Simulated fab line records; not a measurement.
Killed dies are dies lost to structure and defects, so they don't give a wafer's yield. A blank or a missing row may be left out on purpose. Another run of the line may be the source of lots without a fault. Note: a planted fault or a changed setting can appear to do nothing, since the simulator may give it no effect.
fab line records	flow n5Finfet
[record] lots = 7	wafers = 21
route steps=1938 shown BEOL_M10@1470 BEOL_M11@1579 BEOL_M12@1605 BEOL_M13@1673 BEOL_M14@1742
startH: the number of hours between the record's first day and the start of the first shown wafer of the lot	waitH: how many hours have passed since the lot's step before this one	" the same as in the row above	L1.1+2: one row covering several wafers at once	- no value, or no start given	* or withheld: withheld	< > ~ a bound
route shown NAME@n: a module of which the file shows steps, and the number in the route of the first	usual: the fault-free wafers' mean and standard deviation	same: alike in all rows	chamber/n: place in a boat	sites: the reading at each site	_std_site: their standard deviation	_edge_site: mean of outer sites minus mean of inner sites	radiusMm: for every site, how far away it sits from the centre of the wafer	mask NAME#n: copy n	behind: the most recent tool/chamber to have shaped the wafer	hold: why the lot went on hold/how many hours it stayed there/how the hold came to an end	device: whichever transistor did not switch (one of n, p or np)	end of line: the tests these same wafers got at the end of their route	step lacking rows: just its recipe	killed: dies lost to structure and defects at the first sort, not the wafer's yield	map: shows each die of a wafer: x if killed, . if not, _ if none is there
set.NAME: the run value of the setting; set.NAME@STEP: its run value at that earlier step	model.NAME: the simulator's own value behind a step, which no gauge read
lots whose settings were changed on purpose; a table a step, a row a wafer
[[steps]]
[step N5_BEOL_M10_ILD_DEP_00]
[recipe] material = SiCOH_lowk	targetThkA = 3085.1	tempC = 300	precursor = DEMS/porogen	pressureTorr = 5	rfW = 500	timeS = 58
lot.wafer	tool	chamber	startH	waitH	set.timeS	model.SiCOH_lowk_of_BEOL_M10_ILD_DEP_00.thkNm
L076.1	pecvd-04	1	236.54	0.0	58	299.4
L076.2	"	0	"	"	58	301.2
L076.6	"	1	"	"	62.92	330.4
L081.2	pecvd-01	2	268.38	0.0	58	306.2
L081.5	"	2	"	"	64.38	345.2
L081.6	"	1	"	"	64.38	341
L086.3	pecvd-01	1	297.88	0.0	50.45	264.6
L086.4	"	0	"	"	50.45	268.4
L086.5	"	1	"	"	58	304.8
L089.2	pecvd-04	2	309.08	0.0	58	302.4
L089.3	"	0	"	"	58	302
L089.4	"	1	"	"	58	302.8
L091.3	pecvd-02	1	316.52	0.0	58	305
L091.4	"	2	"	"	58	306.4
L091.5	"	1	"	"	58	311
L095.2	pecvd-02	0	351.32	0.0	58	306
L095.4	"	1	"	"	63.68	337.6
L095.6	"	1	"	"	63.68	341
L097.1	pecvd-01	1	369.73	0.0	52.25	272.8
L097.3	"	0	"	"	52.25	277.2
L097.6	"	0	"	"	58	312.8
[step N5_BEOL_M10_CURE_71]
[recipe] tempC = 385	timeS = 240	ambient = He/Ar	material = SiCOH_lowk
lot.wafer	tool	chamber	startH	waitH	set.timeS@BEOL_M10_ILD_DEP_00	model.SiCOH_lowk_of_BEOL_M10_ILD_DEP_00.thkNm
L076.1	uvCure-01	0	236.65	0.1	58	260
L076.2	"	0	"	"	58	261.4
L076.6	"	0	"	"	62.92	287.4
L081.2	uvCure-03	1	268.62	0.2	58	266
L081.5	"	1	"	"	64.38	300.4
L081.6	"	1	"	"	64.38	296.8
L086.3	uvCure-02	2	298.12	0.2	50.45	229.4
L086.4	"	2	"	"	50.45	232.6
L086.5	"	2	"	"	58	264.8
L089.2	uvCure-01	0	309.23	0.1	58	262.6
L089.3	"	0	"	"	58	262.4
L089.4	"	0	"	"	58	263
L091.3	uvCure-01	2	316.75	0.2	58	264.8
L091.4	"	2	"	"	58	266.2
L091.5	"	2	"	"	58	270.2
L095.2	uvCure-01	1	351.51	0.2	58	265.8
L095.4	"	1	"	"	63.68	293.8
L095.6	"	1	"	"	63.68	296.8
L097.1	uvCure-01	0	369.81	0.0	52.25	236.6
L097.3	"	0	"	"	52.25	240.2
L097.6	"	0	"	"	58	271.8
[step N5_BEOL_M10_THK_MEAS_01]
[recipe] reads = SiCOH_lowk_of_BEOL_M10_ILD_DEP_00
[usual] M10_ILD_THK = 267/3.7
lot.wafer	tool	chamber	startH	waitH	set.timeS@BEOL_M10_ILD_DEP_00	M10_ILD_THK[nm]
L076.1	filmMetro-01	-	237.17	0.4	58	260
L076.2	"	-	"	"	58	261
L076.6	"	-	"	"	62.92	287
L081.2	filmMetro-02	-	269.45	0.7	58	266
L081.5	"	-	"	"	64.38	301
L081.6	"	-	"	"	64.38	297
L086.3	filmMetro-02	-	298.47	0.3	50.45	229
L086.4	"	-	"	"	50.45	233
L086.5	"	-	"	"	58	265
L089.2	filmMetro-02	-	309.67	0.4	58	262
L089.3	"	-	"	"	58	263
L089.4	"	-	"	"	58	263
L091.3	filmMetro-01	-	317.11	0.3	58	265
L091.4	"	-	"	"	58	266
L091.5	"	-	"	"	58	270
L095.2	filmMetro-02	-	351.94	0.4	58	266
L095.4	"	-	"	"	63.68	294
L095.6	"	-	"	"	63.68	297
L097.1	filmMetro-01	-	370.32	0.4	52.25	237
L097.3	"	-	"	"	52.25	240
L097.6	"	-	"	"	58	272
[step N5_BEOL_M10_PECVD_70]
[recipe] material = SiO2	targetThkA = 200	tempC = 400	precursor = TEOS/O2	pressureTorr = 5.5	rfW = 450	teosFlowSccm = 53.8	gas = O2	flowSccm = 3000	timeS = 22.7
lot.wafer	tool	chamber	startH	waitH	set.timeS	model.SiO2_of_BEOL_M10_PECVD_70.thkNm
L076.1+2+6	pecvd-02	2,0,2	237.21	0.0	22.7	19.4
L081.2	pecvd-01	0	269.49	0.0	22.7	19.4
L081.5	"	0	"	"	21.04	18.6
L081.6	"	1	"	"	22.7	20.2
L086.3+4+5	pecvd-01	0,0,1	298.51	0.0	26.04	22.6
L089.2+4	pecvd-04	2	309.70	0.0	22.7	20
L089.3	"	0	"	"	22.7	19.4
L091.3	pecvd-02	1	317.14	0.0	25.4	21.6
L091.4	"	2	"	"	25.4	22
L091.5	"	0	"	"	22.7	20
L095.2+4	pecvd-01	1	351.98	0.0	22.7	20
L095.6	"	0	"	"	22.7	20.2
L097.1	pecvd-02	0	370.36	0.0	25.32	21.6
L097.3	"	1	"	"	22.7	19
L097.6	"	2	"	"	25.32	22
[step N5_BEOL_M10_HM_DEP_02]
[recipe] material = TiN	targetThkA = 200	tempC = 25	chamberPressurePa = 0.49996
[step N5_BEOL_M10_COAT_59]
[recipe] resist = SOC	tempC = 250	timeS = 60	spinRpm = 1500	resistThkNm = 100
[step N5_BEOL_M10_STRIP_77]
[recipe] chemistry = N2/H2	timeS = 10	powerW = 450	tempC = 40	pressureMtorr = 20	rfFrequencyHz = 6e+07	biasPowerW = 7	n2FlowSccm = 200	h2FlowSccm = 200
[step N5_BEOL_M10_HM_STRIP_39]
[recipe] chemistry = peroxideTinStrip	material = TiN	targetDepthA = 250	tempC = 50	timeS = 158
lot.wafer	tool	chamber	startH	waitH	set.timeS@BEOL_M10_PECVD_70	model.SiO2_of_BEOL_M10_PECVD_70.thkNm
L076.1+2	wetBench-03	3,6	239.68	0.0	22.7	19.2
L076.6	"	2	"	"	22.7	19.4
L081.2	wetBench-01	5	273.61	0.0	22.7	19.4
L081.5	"	6	"	"	21.04	18.4
L081.6	"	2	"	"	22.7	20
L086.3+5	wetBench-03	1,2	302.90	0.0	26.04	22.4
L086.4	"	3	"	"	26.04	22.6
L089.2	wetBench-06	2	313.16	0.0	22.7	19.8
L089.3	"	3	"	"	22.7	19.2
L089.4	"	7	"	"	22.7	20
L091.3	wetBench-03	0	320.82	0.0	25.4	21.6
L091.4	"	3	"	"	25.4	21.8
L091.5	"	4	"	"	22.7	19.8
L095.2	wetBench-03	1	359.04	0.0	22.7	19.8
L095.4+6	"	6,2	"	"	22.7	20
L097.1	wetBench-06	6	374.54	0.0	25.32	21.4
L097.3	"	5	"	"	22.7	18.8
L097.6	"	2	"	"	25.32	21.8
[step N5_BEOL_M11_ETCH_41]
[recipe] chemistry = CH3F/O2	target = SiCN	targetDepthA = 426	taperDeg = 2	timeS = 86	ionEnergyEv = 120	maskMaterial = TiN	pressureMtorr = 30	sourceW = 395	biasW = 75	Ar_flow_sccm = 150	CH3F_flow_sccm = 30	O2_flow_sccm = 20
lot.wafer	tool	chamber	startH	waitH	set.timeS	model.etch.depthNm
L076.1	rieDiel-06	2	-	-	86	33.39
L076.2	"	1	"	"	86	32.82
L076.6	"	2	"	"	77.42	29.99
L081.2	rieDiel-04	3	-	-	67.07	25.1
L081.5	"	3	"	"	67.07	25.17
L081.6	"	2	"	"	86	32.03
L086.3	rieDiel-01	1	-	-	86	32.58
L086.4	"	2	"	"	86	31.71
L086.5	"	3	"	"	86	33.44
L089.2	rieDiel-04	2	-	-	86	31.9
L089.3	"	1	"	"	86	34.03
L089.4	"	0	"	"	86	31.89
L091.3	rieDiel-06	0	-	-	86	32.54
L091.4	"	2	"	"	86	33.5
L091.5	"	2	"	"	86	33.32
L095.2	rieDiel-04	0	-	-	68.7	25.39
L095.4	"	2	"	"	68.7	25.17
L095.6	"	2	"	"	86	31.66
L097.1	rieDiel-01	0	-	-	86	32.27
L097.3	"	3	"	"	86	33.3
L097.6	"	1	"	"	86	32.85
[step N5_BEOL_M12_COAT_04]
[recipe] spinRpm = 1625	resistThkNm = 400
lot.wafer	tool	chamber	startH	waitH	set.spinRpm	model.coat_of_BEOL_M12_COAT_04.thkNm
L076.1	lithoTrack-05	0	-	-	1625	399.4
L076.2+6	"	0	"	"	1625	401
L081.2	lithoTrack-03	0	-	-	1532	411.6
L081.5	"	0	"	"	1625	399.2
L081.6	"	0	"	"	1625	399
L086.3	lithoTrack-04	0	-	-	1625	399.8
L086.4	"	0	"	"	1625	401
L086.5	"	0	"	"	1625	400
L089.2	lithoTrack-03	0	-	-	1625	397.2
L089.3	"	0	"	"	1625	398.4
L089.4	"	0	"	"	1625	397.8
L091.3	lithoTrack-04	0	-	-	1693	391.6
L091.4	"	0	"	"	1625	398.8
L091.5	"	0	"	"	1625	398.2
L095.2	lithoTrack-03	0	-	-	1625	399.8
L095.4	"	0	"	"	1625	399.4
L095.6	"	0	"	"	1625	400.2
L097.1	lithoTrack-04	0	-	-	1625	401.2
L097.3	"	0	"	"	1671	395
L097.6	"	0	"	"	1625	400.4
[step N5_BEOL_M12_EBR_06]
[recipe] solvent = PGMEA	ebrWidthMm = 1.5
[step N5_BEOL_M12_SOFTBAKE_05]
[recipe] tempC = 130	timeS = 60
[step N5_BEOL_M12_DESCUM_15]
[recipe] chemistry = O2	timeS = 7.9	sourcePowerW = 50	biasPowerW = 20	pressureMtorr = 20	rfFrequencyHz = 2.712e+07	tempC = 40	o2FlowSccm = 225
[step N5_BEOL_M12_ETCH_59]
[recipe] chemistry = N2/H2	target = BARC	targetDepthA = 890	overetchA = 267	timeS = 67.9	ionEnergyEv = 200	pressureMtorr = 30	sourceW = 840	biasW = 150	n2FlowSccm = 200	h2FlowSccm = 200
lot.wafer	tool	chamber	startH	waitH	set.spinRpm@BEOL_M12_COAT_04	model.coat_of_BEOL_M12_COAT_04.thkNm
L076.1	rieDiel-03	1	251.44	0.0	1625	318.2
L076.2	"	3	"	"	1625	317.4
L076.6	"	1	"	"	1625	319.6
L081.2	rieDiel-03	2	288.30	0.0	1532	327.4
L081.5	"	3	"	"	1625	315.4
L081.6	"	2	"	"	1625	314
L086.3	rieDiel-02	2	316.01	0.0	1625	317.8
L086.4	"	1	"	"	1625	321.6
L086.5	"	3	"	"	1625	317.6
L089.2	rieDiel-03	0	323.86	0.0	1625	313.2
L089.3	"	3	"	"	1625	314.4
L089.4	"	1	"	"	1625	315.6
L091.3	rieDiel-05	3	333.40	0.0	1693	307.2
L091.4	"	0	"	"	1625	313.8
L091.5	"	1	"	"	1625	312.6
L095.2	rieDiel-03	2	372.62	0.0	1625	314.4
L095.4+6	"	2,3	"	"	1625	314
L097.1	rieDiel-05	3	388.34	0.0	1625	316.8
L097.3	"	2	"	"	1671	314.2
L097.6	"	3	"	"	1625	316.2
[step N5_BEOL_M12_VIA_ETCH_16]
[recipe] chemistry = C4F8/O2/Ar	target = SiOC	pressureMtorr = 30	sourceW = 3000	biasW = 700	Ar_flow_sccm = 400	C4F8_flow_sccm = 15	O2_flow_sccm = 8	heInnerTorr = 15	heOuterTorr = 30	targetDepthA = 7248	timeS = withheld	ionEnergyEv = 250	ends = cleared
[step N5_BEOL_M12_STRIP_63]
[recipe] chemistry = N2/H2	powerW = 1000	tempC = 250	h2Frac = 0.65	overashFraction = 0.3	pressureMtorr = 1000	n2FlowSccm = 1750	h2FlowSccm = 3250
[usual] stripTimeToEndpointS = 42.5/0.93
lot.wafer	tool	chamber	startH	waitH	set.spinRpm@BEOL_M12_COAT_04	stripTimeToEndpointS
L076.1	plasmaAsher-01	0	251.69	-	1625	43.3
L076.2	"	1	"	"	1625	44.0
L076.6	"	1	"	"	1625	43.4
L081.2	plasmaAsher-01	0	288.56	-	1532	44.9
L081.5	"	0	"	"	1625	41.7
L081.6	"	1	"	"	1625	40.7
L086.3	plasmaAsher-01	0	316.43	-	1625	44.0
L086.4	"	1	"	"	1625	43.8
L086.5	"	1	"	"	1625	43.3
L089.2	plasmaAsher-01	1	324.11	-	1625	41.5
L089.3	"	0	"	"	1625	42.1
L089.4	"	1	"	"	1625	41.6
L091.3	plasmaAsher-02	0	333.67	-	1693	39.1
L091.4	"	1	"	"	1625	41.0
L091.5	"	1	"	"	1625	40.8
L095.2	plasmaAsher-01	0	372.87	-	1625	42.4
L095.4	"	0	"	"	1625	41.5
L095.6	"	1	"	"	1625	41.3
L097.1	plasmaAsher-01	0	388.59	-	1625	43.2
L097.3	"	0	"	"	1671	41.6
L097.6	"	0	"	"	1625	42.3
[step N5_BEOL_M13_ETCH_59]
[recipe] chemistry = N2/H2	target = BARC	targetDepthA = 890	overetchA = 267	timeS = 67.9	ionEnergyEv = 200	pressureMtorr = 30	sourceW = 840	biasW = 150	n2FlowSccm = 200	h2FlowSccm = 200
lot.wafer	tool	chamber	startH	waitH	set.timeS	model.coat_of_BEOL_M13_COAT_04.thkNm
L076.1+2	rieDiel-06	1,2	261.57	0.0	67.9	315.4
L076.6	"	1	"	"	67.9	316.8
L081.2	rieDiel-06	2	295.47	0.0	67.9	314.6
L081.5	"	2	"	"	53.07	330.2
L081.6	"	3	"	"	67.9	314.4
L086.3	rieDiel-01	2	323.14	0.0	67.9	318.4
L086.4	"	0	"	"	78.16	310.6
L086.5	"	2	"	"	67.9	320.6
L089.2	rieDiel-04	1	331.65	0.0	67.9	315.6
L089.3	"	0	"	"	67.9	321.4
L089.4	"	3	"	"	67.9	318.8
L091.3	rieDiel-04	3	337.45	0.0	67.9	316
L091.4	"	0	"	"	67.9	316.4
L091.5	"	1	"	"	67.9	313.2
L095.2	rieDiel-04	2	378.44	0.0	55.46	333.2
L095.4	"	1	"	"	55.46	328.8
L095.6	"	3	"	"	55.46	331.6
L097.1	rieDiel-01	1	394.20	0.0	59.75	326.8
L097.3	"	0	"	"	67.9	320
L097.6	"	3	"	"	67.9	317.2
[step N5_BEOL_M13_VIA_ETCH_16]
[recipe] chemistry = C4F8/O2/Ar	target = SiOC	pressureMtorr = 30	sourceW = 3000	biasW = 700	Ar_flow_sccm = 400	C4F8_flow_sccm = 15	O2_flow_sccm = 8	heInnerTorr = 15	heOuterTorr = 30	targetDepthA = 9217	timeS = withheld	ionEnergyEv = 250	ends = cleared
lot.wafer	tool	chamber	startH	waitH	set.timeS@BEOL_M13_ETCH_59	model.coat_of_BEOL_M13_COAT_04.thkNm
L076.1	rieDiel-06	1	261.62	0.0	*	71.6
L076.2	"	2	"	"	*	70.8
L076.6	"	1	"	"	*	67.6
L081.2	rieDiel-06	2	295.52	0.0	*	66.8
L081.5	"	2	"	"	*	79.8
L081.6	"	3	"	"	*	64.4
L086.3	rieDiel-01	2	323.19	0.0	*	71.8
L086.4	"	0	"	"	*	64.6
L086.5	"	2	"	"	*	73.4
L089.2	rieDiel-04	1	331.70	0.0	*	68
L089.3	"	0	"	"	*	67
L089.4	"	3	"	"	*	67.8
L091.3	rieDiel-04	3	337.50	0.0	*	64.4
L091.4	"	0	"	"	*	62
L091.5	"	1	"	"	*	64.2
L095.2	rieDiel-04	2	378.49	0.0	*	86
L095.4	"	1	"	"	*	78.8
L095.6	"	3	"	"	*	84.2
L097.1	rieDiel-01	1	394.25	0.0	*	81.4
L097.3	"	0	"	"	*	76.6
L097.6	"	3	"	"	*	70.8
[step N5_BEOL_M13_STRIP_63]
[recipe] chemistry = N2/H2	powerW = 1000	tempC = 250	h2Frac = 0.65	overashFraction = 0.3	pressureMtorr = 1000	n2FlowSccm = 1750	h2FlowSccm = 3250
[usual] stripTimeToEndpointS = 27.8/1.2
lot.wafer	tool	chamber	startH	waitH	set.timeS@BEOL_M13_ETCH_59	stripTimeToEndpointS
L076.1	plasmaAsher-02	0	263.49	-	67.9	28.1
L076.2	"	1	"	"	67.9	27.9
L076.6	"	1	"	"	67.9	26.9
L081.2	plasmaAsher-01	1	296.08	-	67.9	26.7
L081.5	"	0	"	"	53.07	30.5
L081.6	"	1	"	"	67.9	26.0
L086.3	plasmaAsher-01	0	323.45	-	67.9	28.2
L086.4	"	1	"	"	78.16	26.0
L086.5	"	0	"	"	67.9	28.7
L089.2	plasmaAsher-01	0	331.94	-	67.9	27.1
L089.3	"	1	"	"	67.9	26.7
L089.4	"	0	"	"	67.9	27.0
L091.3	plasmaAsher-02	0	337.76	-	67.9	26.0
L091.4	"	1	"	"	67.9	25.3
L091.5	"	0	"	"	67.9	25.9
L095.2	plasmaAsher-01	0	378.73	-	55.46	32.3
L095.4	"	1	"	"	55.46	30.2
L095.6	"	0	"	"	55.46	31.8
L097.1	plasmaAsher-01	1	394.48	-	59.75	31.0
L097.3	"	0	"	"	67.9	29.6
L097.6	"	1	"	"	67.9	27.9
[step N5_BEOL_M13_COAT_65]
[recipe] resist = SOC	tempC = 250	timeS = 60	spinRpm = 1500	resistThkNm = 350
lot.wafer	tool	chamber	startH	waitH	set.spinRpm	model.SOC_of_BEOL_M13_COAT_65.thkNm
L076.1+6	lithoTrack-02	0	263.74	0.0	1500	350
L076.2	"	0	"	"	1500	348.6
L081.2	lithoTrack-01	0	296.33	0.0	1550	344
L081.5	"	0	"	"	1500	351.2
L081.6	"	0	"	"	1500	350.8
L086.3	lithoTrack-02	0	323.67	0.0	1638	336.8
L086.4	"	0	"	"	1500	350.4
L086.5	"	0	"	"	1500	350.6
L089.2	lithoTrack-04	0	332.18	0.0	1500	349.2
L089.3	"	0	"	"	1500	348.6
L089.4	"	0	"	"	1500	348
L091.3	lithoTrack-04	0	337.99	0.0	1500	350
L091.4	"	0	"	"	1500	350.4
L091.5	"	0	"	"	1500	350.8
L095.2	lithoTrack-04	0	378.97	0.0	1636	336.2
L095.4+6	"	0	"	"	1500	351.2
L097.1	lithoTrack-04	0	394.73	0.0	1500	350.6
L097.3	"	0	"	"	1609	339
L097.6	"	0	"	"	1500	349.8
[step N5_BEOL_M14_EXPOSE_25]
[recipe] maskId = M14	na = 0.8	sourceShape = annular	sigmaInner = 0.5	sigmaOuter = 0.8	polarization = unpolarized	targetCdNm = 280	doseMj = 26.6
lot.wafer	tool	chamber	startH	waitH	mask	set.doseMj
L076.1+2	krfScanner-01	0	269.49	-	M14#0	24.69
L076.6	"	0	"	"	M14#0	26.6
L081.2+5+6	krfScanner-02	0	300.68	-	M14#0	26.6
L086.3	krfScanner-02	0	329.06	-	M14#0	26.6
L086.4+5	"	0	"	"	M14#0	24.63
L089.2+3+4	krfScanner-01	0	343.66	-	M14#0	26.6
L091.3+4	krfScanner-01	0	344.70	-	M14#0	26.6
L091.5	"	0	"	"	M14#0	28.21
L095.2+6	krfScanner-02	0	386.66	-	M14#0	26.6
L095.4	"	0	"	"	M14#0	27.78
L097.1+3	krfScanner-02	0	400.75	-	M14#0	26.6
L097.6	"	0	"	"	M14#0	25.07
[step N5_BEOL_M14_PEB_26]
[recipe] pebTempC = 130	pebTimeS = 90
[step N5_BEOL_M14_DEVELOP_27]
[recipe] developTimeS = 45	rinseLiquid = diw	dry = airSpin	devTempC = 21
[step N5_BEOL_M14_HARDBAKE_32]
[recipe] tempC = 130	timeS = 120
[step N5_BEOL_M14_CD_MEAS_28]
[recipe] targetCdNm = 284.4	landingEnergyEv = 500	detector = seInlens
[usual] cdNm = 284.5/2
lot.wafer	tool	chamber	startH	waitH	set.doseMj@BEOL_M14_EXPOSE_25	cdNm
L076.1	cdSem-01	0	269.66	-	24.69	274.2
L076.2	"	0	"	"	24.69	275.1
L076.6	"	0	"	"	26.6	284.3
L081.2	cdSem-01	0	300.85	-	26.6	284.3
L081.5	"	0	"	"	26.6	285.4
L081.6	"	0	"	"	26.6	286.0
L086.3	cdSem-02	0	329.22	-	26.6	280.6
L086.4	"	0	"	"	24.63	272.5
L086.5	"	0	"	"	24.63	271.7
L089.2	cdSem-01	0	343.82	-	26.6	286.2
L089.3	"	0	"	"	26.6	288.7
L089.4	"	0	"	"	26.6	283.0
L091.3	cdSem-03	0	344.86	-	26.6	286.1
L091.4	"	0	"	"	26.6	286.3
L091.5	"	0	"	"	28.21	297.4
L095.2	cdSem-03	0	386.83	-	26.6	282.8
L095.4	"	0	"	"	27.78	290.1
L095.6	"	0	"	"	26.6	284.7
L097.1	cdSem-03	0	400.92	-	26.6	286.1
L097.3	"	0	"	"	26.6	286.7
L097.6	"	0	"	"	25.07	272.0
[step N5_BEOL_M14_DESCUM_33]
[recipe] chemistry = O2	timeS = 7.9	sourcePowerW = 50	biasPowerW = 20	pressureMtorr = 20	rfFrequencyHz = 2.712e+07	tempC = 40	o2FlowSccm = 225
lot.wafer	tool	chamber	startH	waitH	set.doseMj@BEOL_M14_EXPOSE_25	model.BEOL_M14.cdNm
L076.1	rieDiel-05	2	269.75	0.0	24.69	274.4
L076.2	"	1	"	"	24.69	275.2
L076.6	"	1	"	"	26.6	284.4
L081.2	rieDiel-03	0	300.93	0.0	26.6	284.8
L081.5	"	0	"	"	26.6	285.6
L081.6	"	3	"	"	26.6	285.8
L086.3	rieDiel-02	0	329.40	0.1	26.6	280.8
L086.4	"	3	"	"	24.63	272.6
L086.5	"	3	"	"	24.63	272.2
L089.2	rieDiel-03	2	343.92	0.0	26.6	285.8
L089.3	"	0	"	"	26.6	288.4
L089.4	"	0	"	"	26.6	282.8
L091.3	rieDiel-02	2	345.12	0.2	26.6	286
L091.4	"	1	"	"	26.6	286.4
L091.5	"	3	"	"	28.21	297.2
L095.2	rieDiel-03	0	386.92	0.0	26.6	282.8
L095.4	"	2	"	"	27.78	290
L095.6	"	3	"	"	26.6	284.8
L097.1	rieDiel-02	3	401.46	0.5	26.6	286.2
L097.3	"	2	"	"	26.6	286.6
L097.6	"	0	"	"	25.07	271.8
[[key]]
[split] step = N5_BEOL_M10_ILD_DEP_00	setting = timeS	stated = 58	by = wafer
[response] step = N5_BEOL_M10_ILD_DEP_00	reading = model.SiCOH_lowk_of_BEOL_M10_ILD_DEP_00.thkNm	change = +3.34	per = 1%	r = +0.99
[response] step = N5_BEOL_M10_CURE_71	reading = model.SiCOH_lowk_of_BEOL_M10_ILD_DEP_00.thkNm	change = +2.96	per = 1%	r = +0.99
[response] step = N5_BEOL_M10_THK_MEAS_01	reading = M10_ILD_THK	change = +2.95	per = 1%	r = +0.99
[split] step = N5_BEOL_M10_PECVD_70	setting = timeS	stated = 22.7	by = wafer
[response] step = N5_BEOL_M10_PECVD_70	reading = model.SiO2_of_BEOL_M10_PECVD_70.thkNm	change = +0.19	per = 1%	r = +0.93
[response] step = N5_BEOL_M10_HM_STRIP_39	reading = model.SiO2_of_BEOL_M10_PECVD_70.thkNm	change = +0.196	per = 1%	r = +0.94
[split] step = N5_BEOL_M11_ETCH_41	setting = timeS	stated = 86	by = wafer
[response] step = N5_BEOL_M11_ETCH_41	reading = model.etch.depthNm	change = +0.315	per = 1%	r = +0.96
[split] step = N5_BEOL_M12_COAT_04	setting = spinRpm	stated = 1625	by = wafer
[response] step = N5_BEOL_M12_COAT_04	reading = model.coat_of_BEOL_M12_COAT_04.thkNm	change = -2	per = 1%	r = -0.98
[response] step = N5_BEOL_M12_ETCH_59	reading = model.coat_of_BEOL_M12_COAT_04.thkNm	change = -1.79	per = 1%	r = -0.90
[response] step = N5_BEOL_M12_STRIP_63	reading = stripTimeToEndpointS	change = *	per = 1%	r = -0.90
[split] step = N5_BEOL_M13_ETCH_59	setting = timeS	stated = 67.9	by = wafer
[response] step = N5_BEOL_M13_ETCH_59	reading = model.coat_of_BEOL_M13_COAT_04.thkNm	change = -0.678	per = 1%	r = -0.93
[response] step = N5_BEOL_M13_VIA_ETCH_16	reading = model.coat_of_BEOL_M13_COAT_04.thkNm	change = -0.616	per = 1%	r = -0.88
[response] step = N5_BEOL_M13_STRIP_63	reading = stripTimeToEndpointS	change = *	per = 1%	r = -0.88
[split] step = N5_BEOL_M13_COAT_65	setting = spinRpm	stated = 1500	by = wafer
[response] step = N5_BEOL_M13_COAT_65	reading = model.SOC_of_BEOL_M13_COAT_65.thkNm	change = -1.59	per = 1%	r = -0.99
[split] step = N5_BEOL_M14_EXPOSE_25	setting = doseMj	stated = 26.6	by = wafer
[response] step = N5_BEOL_M14_CD_MEAS_28	reading = cdNm	change = +1.59	per = 1%	r = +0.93
[response] step = N5_BEOL_M14_DESCUM_33	reading = model.BEOL_M14.cdNm	change = +1.58	per = 1%	r = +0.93
